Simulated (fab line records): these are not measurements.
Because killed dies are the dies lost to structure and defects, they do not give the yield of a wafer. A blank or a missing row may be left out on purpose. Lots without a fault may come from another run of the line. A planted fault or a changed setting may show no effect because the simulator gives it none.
fab line records ; flow n5_finfet ; part 2 of 2: steps 25 to 31 of 31
[record] lots = 5; wafers = 15; last_day = 17
route steps=1938 shown BEOL_M6@1257 BEOL_M7@1263
lots that met no fault: from a run of the same line without faults
start_h: hours from the record's opening day to when the first of the lot's shown wafers began ; wait_h: hours elapsed since this lot's preceding step ; " as in the row above ; L1.1+2: several wafers, shown together as one row ; - either no value or no given start ; * or withheld: withheld ; < > ~ a bound
route shown NAME@n: NAME is a module with steps in the file, n the number in the route of the first one ; usual: mean/standard deviation of fault-free wafers ; same: alike in all rows ; chamber/n: place in a boat ; sites: readings site by site ; _std_site: standard deviation of those values ; _edge_site: mean of outer sites minus mean of inner sites ; radius_mm: how far each site lies from the wafer's centre ; mask NAME#n: copy n ; behind: the most recent tool/chamber to have shaped the wafer ; hold: the reason the lot was held/the length of the hold in hours/how it ended ; device: the transistor (n, p or np) that didn't switch ; end of line: at the end of the route, the tests of the same wafers ; a step without rows: its recipe alone ; killed: the dies lost at the first sort to structure and to defects; this is not the yield of the wafer ; map: per-die view of a wafer (x killed, . not killed, _ where there is no die)
set.NAME: the run value of the setting; set.NAME@STEP: its run value at that earlier step ; model.NAME: the simulator's own value behind a step, which no gauge read
lots seen at some steps along the route; tables by step, rows by wafer
services: the hour from which a tool's chamber was out of use, counted from the record's first day as start_h (under 0 if before that day), plus the number of hours and why
[[steps]]
[step N5_BEOL_M7_ETCH_62]
[recipe] chemistry = N2/H2; target = SOC; target_depth_a = 1100; overetch_a = 220; mask_material = SiARC; temp_c = 40; time_s = 165; ion_energy_ev = 200; pressure_mtorr = 30; source_w = 840; bias_w = 150; n2_flow_sccm = 200; h2_flow_sccm = 200
[usual] drypump_motor_current_A = 5.7/0.39; oes_product_au = 0.64/0.063; rf_vpp_V = 523.3/2; showerhead_plenum_p_Torr = 2.52/0.065; throttle_valve_pct = 17.9/0.33
lot.wafer;tool;chamber;start_h;wait_h;drypump_motor_current_A;oes_product_au;rf_hours_counter_h;rf_vpp_V;showerhead_plenum_p_Torr;throttle_valve_pct
L076.1;rie_diel-02;2;195.16;0.0;5.1;0.58;201;525.1;2.52;18.0
L076.3;rie_diel-02;0;195.16;0.0;6.3;0.61;202;521.9;2.55;18.5
L076.5;rie_diel-02;1;195.16;0.0;5.8;0.78;-;524.4;2.48;17.5
L081.2;rie_diel-02;3;228.91;0.0;5.4;0.67;104;524.7;2.55;17.4
L081.3;rie_diel-02;1;228.91;0.0;5.8;0.75;38;523.2;2.48;17.5
L081.4;rie_diel-02;2;228.91;0.0;5.1;0.58;213;524.1;2.52;18.0
L086.2;rie_diel-02;3;270.91;0.0;5.3;0.66;118;524.9;2.54;17.4
L086.4;rie_diel-02;0;270.91;0.0;6.3;0.60;226;522.2;2.54;18.6
L086.6;rie_diel-02;1;270.91;0.0;5.8;0.74;-;523.5;2.47;17.6
L087.4;rie_diel-01;3;271.91;0.1;5.4;0.61;-;523.3;2.52;17.9
L087.5;rie_diel-01;2;271.91;0.1;6.3;0.63;-;521.6;2.44;18.1
L087.6;rie_diel-01;1;271.91;0.1;5.5;0.60;-;522.1;2.50;18.0
L093.4;rie_diel-02;0;314.67;0.0;6.2;0.59;242;523.2;2.53;18.6
L093.5;rie_diel-02;1;314.67;0.0;5.8;0.72;-;521.7;2.46;17.6
L093.6;rie_diel-02;2;314.67;0.0;5.1;0.56;-;522.9;2.51;18.1
[step N5_BEOL_M7_STRIP_68]
[recipe] chemistry = N2/H2; temp_c = 40; n2_flow_sccm = 200; h2_flow_sccm = 200; rf_frequency_hz = 6e+07
lot.wafer;tool;chamber;start_h;wait_h
L076.1+3+5;rie_diel-02;2,0,1;195.30;0.1
L081.2+3+4;rie_diel-02;3,1,2;229.04;0.1
L086.2+4+6;rie_diel-02;3,0,1;271.05;0.1
L087.4+5+6;rie_diel-01;3,2,1;271.98;0.0
L093.4+5+6;rie_diel-02;0,1,2;314.81;0.1
[step N5_BEOL_M7_STRIP_67]
[recipe] chemistry = CF4; resist = SiARC; power_w = 300; bias_power_w = 75; pressure_mtorr = 50; cf4_flow_sccm = 150; rf_frequency_hz = 6e+07
[usual] cf4_flow_sccm = 149.9/0.44; drypump_motor_current_A = 5.7/0.39; oes_product_au = 0.75/0.073; rf_vpp_V = 270.8/1.2; showerhead_plenum_p_Torr = 1.78/0.04; throttle_valve_pct = 13.72/0.27
lot.wafer;tool;chamber;start_h;wait_h;cf4_flow_sccm;drypump_motor_current_A;oes_product_au;rf_hours_counter_h;rf_vpp_V;showerhead_plenum_p_Torr;throttle_valve_pct
L076.1;rie_diel-02;2;195.31;0.0;149.9;5.2;0.69;201;272.5;1.77;13.84
L076.3;rie_diel-02;0;195.31;0.0;149.9;6.2;0.73;202;271.0;1.80;14.02
L076.5;rie_diel-02;1;195.31;0.0;150.2;5.8;0.91;-;270.4;1.78;13.42
L081.2;rie_diel-02;3;229.05;0.0;149.0;5.4;0.79;104;273.2;1.77;13.11
L081.3;rie_diel-02;1;229.05;0.0;150.2;5.8;0.89;38;269.4;1.78;13.47
L081.4;rie_diel-02;2;229.05;0.0;150.2;5.1;0.69;213;271.3;1.77;13.88
L086.2;rie_diel-02;3;271.06;0.0;149.7;5.3;0.78;118;272.0;1.77;13.14
L086.4;rie_diel-02;0;271.06;0.0;150.5;6.2;0.71;226;269.4;1.79;14.07
L086.6;rie_diel-02;1;271.06;0.0;150.2;5.7;0.88;-;268.0;1.77;13.49
L087.4;rie_diel-01;3;272.00;0.0;149.8;5.4;0.71;-;270.1;1.79;13.80
L087.5;rie_diel-01;2;272.00;0.0;150.2;6.3;0.74;-;269.3;1.73;13.73
L087.6;rie_diel-01;1;272.00;0.0;150.4;5.4;0.70;-;269.4;1.77;13.86
L093.4;rie_diel-02;0;314.82;0.0;149.6;6.2;0.70;242;271.4;1.78;14.12
L093.5;rie_diel-02;1;314.82;0.0;150.4;5.7;0.85;-;269.8;1.77;13.55
L093.6;rie_diel-02;2;314.82;0.0;149.9;5.2;0.66;-;271.3;1.76;13.95
[step N5_BEOL_M7_HM_OPEN_17]
[recipe] chemistry = Cl2/BCl3; target_depth_a = 200; overetch_a = 60; target = TiN; mask_material = SOC; ion_energy_ev = 150; pressure_mtorr = 10; icp_w = 1000; bias_w = 126; Cl2_flow_sccm = 53.25; bcl3_flow_sccm = 21.75; Ar_flow_sccm = 25
[usual] drypump_motor_current_A = 5.6/0.61; oes_product_au = 0.67/0.086; throttle_valve_pct = 21.99/0.24
lot.wafer;tool;chamber;start_h;wait_h;drypump_motor_current_A;oes_product_au;rf_hours_counter_h;throttle_valve_pct
L076.1;rie_metal-01;1;195.35;0.0;6.2;0.62;50;21.76
L076.3;rie_metal-01;1;195.35;0.0;6.2;0.64;-;21.74
L076.5;rie_metal-01;0;195.35;0.0;5.2;0.67;-;22.35
L081.2;rie_metal-03;1;229.09;0.0;4.9;0.75;11;22.25
L081.3;rie_metal-03;0;229.09;0.0;5.8;0.58;-;22.03
L081.4;rie_metal-03;1;229.09;0.0;4.8;0.75;-;22.22
L086.2;rie_metal-02;0;271.13;0.1;6.6;0.81;-;21.69
L086.4;rie_metal-02;0;271.13;0.1;6.6;0.80;-;21.68
L086.6;rie_metal-02;0;271.13;0.1;6.6;0.80;-;21.68
L087.4;rie_metal-01;1;272.06;0.1;6.2;0.61;-;21.78
L087.5;rie_metal-01;0;272.06;0.1;5.2;0.66;-;22.34
L087.6;rie_metal-01;1;272.06;0.1;6.2;0.61;-;21.78
L093.4;rie_metal-02;0;314.89;0.1;6.6;0.76;-;21.71
L093.5;rie_metal-02;1;314.89;0.1;5.5;0.70;-;21.71
L093.6;rie_metal-02;0;314.89;0.1;6.6;0.75;-;21.72
[step N5_BEOL_M7_STRIP_19]
[recipe] chemistry = O2; power_w = 400; temp_c = 40; pressure_mtorr = 30; rf_frequency_hz = 6e+07; bias_power_w = 0; overash_fraction = 0.2; o2_flow_sccm = 225
[usual] drypump_motor_current_A = 5.7/0.37; oes_product_au = 0.76/0.087; rf_vpp_V = 3.6/0.6; showerhead_plenum_p_Torr = 2.09/0.071; throttle_valve_pct = 16.76/0.22
lot.wafer;tool;chamber;start_h;wait_h;drypump_motor_current_A;oes_product_au;rf_hours_counter_h;rf_vpp_V;showerhead_plenum_p_Torr;throttle_valve_pct
L076.1;rie_diel-01;2;195.46;0.1;6.2;0.75;155;3.5;2.00;16.57
L076.3;rie_diel-01;1;195.46;0.1;5.5;0.73;192;4.9;2.08;16.88
L076.5;rie_diel-01;3;195.46;0.1;5.4;0.72;-;3.5;2.09;16.73
L081.2;rie_diel-02;2;229.20;0.1;5.2;0.69;213;3.2;2.08;16.99
L081.3;rie_diel-02;0;229.20;0.1;6.2;0.72;212;3.0;2.03;16.85
L081.4;rie_diel-02;1;229.20;0.1;5.7;0.92;38;4.2;2.06;16.45
L086.2;rie_diel-03;2;271.49;0.3;6.0;0.95;17;3.1;2.24;16.77
L086.4;rie_diel-03;3;271.49;0.3;5.7;0.71;217;4.1;1.99;16.81
L086.6;rie_diel-03;3;271.49;0.3;5.7;0.71;-;3.2;1.99;16.83
L087.4;rie_diel-03;0;272.23;0.1;5.7;0.71;210;4.1;2.19;16.96
L087.5;rie_diel-03;2;272.23;0.1;6.0;0.94;-;3.2;2.24;16.76
L087.6;rie_diel-03;1;272.23;0.1;6.3;0.73;-;3.0;2.14;16.89
L093.4;rie_diel-02;0;314.97;0.1;6.3;0.70;242;4.6;2.02;16.89
L093.5;rie_diel-02;2;314.97;0.1;5.2;0.66;-;3.0;2.07;17.04
L093.6;rie_diel-02;1;314.97;0.1;5.8;0.88;-;4.9;2.04;16.54
[step N5_BEOL_M7_CD_MEAS_18]
[recipe] pitch_nm = 80; target_cd_nm = 40
[usual] cd_nm = 40.6/1.1
lot.wafer;tool;chamber;start_h;wait_h;cd_nm
L076.1;cd_sem-03;-;195.53;0.0;41.3
L076.3;cd_sem-03;-;195.53;0.0;39.9
L076.5;cd_sem-03;-;195.53;0.0;41.0
L081.2;cd_sem-03;-;229.27;0.1;40.1
L081.3;cd_sem-03;-;229.27;0.1;41.2
L081.4;cd_sem-03;-;229.27;0.1;41.1
L086.2;cd_sem-03;-;271.56;0.1;41.8
L086.4;cd_sem-03;-;271.56;0.1;41.6
L086.6;cd_sem-03;-;271.56;0.1;41.1
L087.4;cd_sem-01;-;272.30;0.1;43.0
L087.5;cd_sem-01;-;272.30;0.1;42.7
L087.6;cd_sem-01;-;272.30;0.1;42.1
L093.4;cd_sem-01;-;315.04;0.1;39.9
L093.5;cd_sem-01;-;315.04;0.1;42.1
L093.6;cd_sem-01;-;315.04;0.1;40.6
[step N5_BEOL_M7_COAT_63]
[recipe] resist = SOC; temp_c = 250; time_s = 60; spin_rpm = 1500; resist_thk_nm = 60
lot.wafer;tool;chamber;start_h;wait_h
L076.1+3+5;litho_track-04;0;196.12;0.6
L081.2+3+4;litho_track-03;0;231.66;2.4
L086.2+4+6;litho_track-04;0;271.94;0.4
L087.4+5+6;litho_track-02;0;272.89;0.6
L093.4+5+6;litho_track-02;0;317.14;2.1
[[services]]
tool;chamber;start_h;hours;kind
arfi_scanner-03;-;169.32;1.0;pm
arfi_scanner-03;-;170.32;0.8;pm
cmp-01;-;171.34;4.0;pm
arfi_scanner-02;-;173.10;3.9;pm
arfi_scanner-03;-;176.06;1.3;pm
rie_diel-01;3;176.74;8.3;repair
pecvd-04;-;180.14;0.9;repair
pecvd-01;-;198.46;1.8;repair
pecvd-04;1;209.48;10.2;repair
cmp-01;-;211.66;0.2;repair
arfi_scanner-02;-;214.37;0.8;pm
pecvd-03;-;221.28;2.8;pm
pecvd-02;-;225.45;14.6;pm
pecvd-01;0;226.24;23.5;repair
arfi_scanner-03;-;227.60;1.0;pm
pecvd-04;1;256.77;2.0;repair
arfi_scanner-03;-;268.88;4.9;pm
uv_cure-02;-;277.68;1.0;pm
cmp-03;-;286.72;6.2;pm
pecvd-04;-;288.42;0.8;repair
arfi_scanner-03;-;289.29;1.3;repair
rie_diel-01;-;300.50;2.8;pm
arfi_scanner-03;-;301.56;1.3;pm
pecvd-02;2;305.69;20.6;repair
